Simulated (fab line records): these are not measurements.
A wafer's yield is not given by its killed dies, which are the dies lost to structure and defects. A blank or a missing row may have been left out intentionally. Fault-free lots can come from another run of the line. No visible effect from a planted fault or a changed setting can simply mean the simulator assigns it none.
Chamber matching ; flow n5Finfet ; cvdCo-01 running N5_BEOL_M2_PRE_CLEAN_60: 3 sister chambers
The step time 15 s. 6 wafers are shown with their chamber, then 11 later ones without.

## WAFERS WITH THEIR CHAMBER
wafer;chamber;heaterPowerW (W);rfFwdPowerW (W)
L089.2;0;69;296.1
L089.5;1;110;297.3
L091.1;1;109;297.5
L091.2;0;68;294.6
L091.5;2;78;294.9
L092.1;2;76;296.0

## WAFERS MISSING THEIR CHAMBER
wafer;heaterPowerW (W);rfFwdPowerW (W)
L092.2;108;296.1
L092.3;68;297.7
L095.2;76;295.5
L095.3;70;296.4
L095.4;67;296.0
L096.2;108;296.7
L096.3;69;296.3
L096.6;67;296.7
L097.1;110;297.0
L097.5;75;294.0
L097.6;70;295.9

## WHICH CHAMBER EACH ONE RAN IN
wafer;from the rows above;in truth
L092.2;1;1
L092.3;0;0
L095.2;2;2
L095.3;0;0
L095.4;0;0
L096.2;1;1
L096.3;0;0
L096.6;0;0
L097.1;1;1
L097.5;2;2
L097.6;0;0
Placed correctly: 11 of 11. Can't be placed from these rows: 0. Placed wrongly: 0.
How it was worked out, from the rows above alone: a wafer's distance from a chamber is the root of the sum, over the readings, of the square of ((its reading less the chamber's mean) divided by the reading's scatter). If the next closest chamber is less than 2 further off than the closest, the wafer can't be placed; otherwise it belongs to the closest. For every chamber, the mean is computed from those of its wafers that are shown. The scatter is the square root of a quotient: the sum, over the shown wafers, of each reading's squared deviation from its chamber's mean, divided by wafers minus chambers.
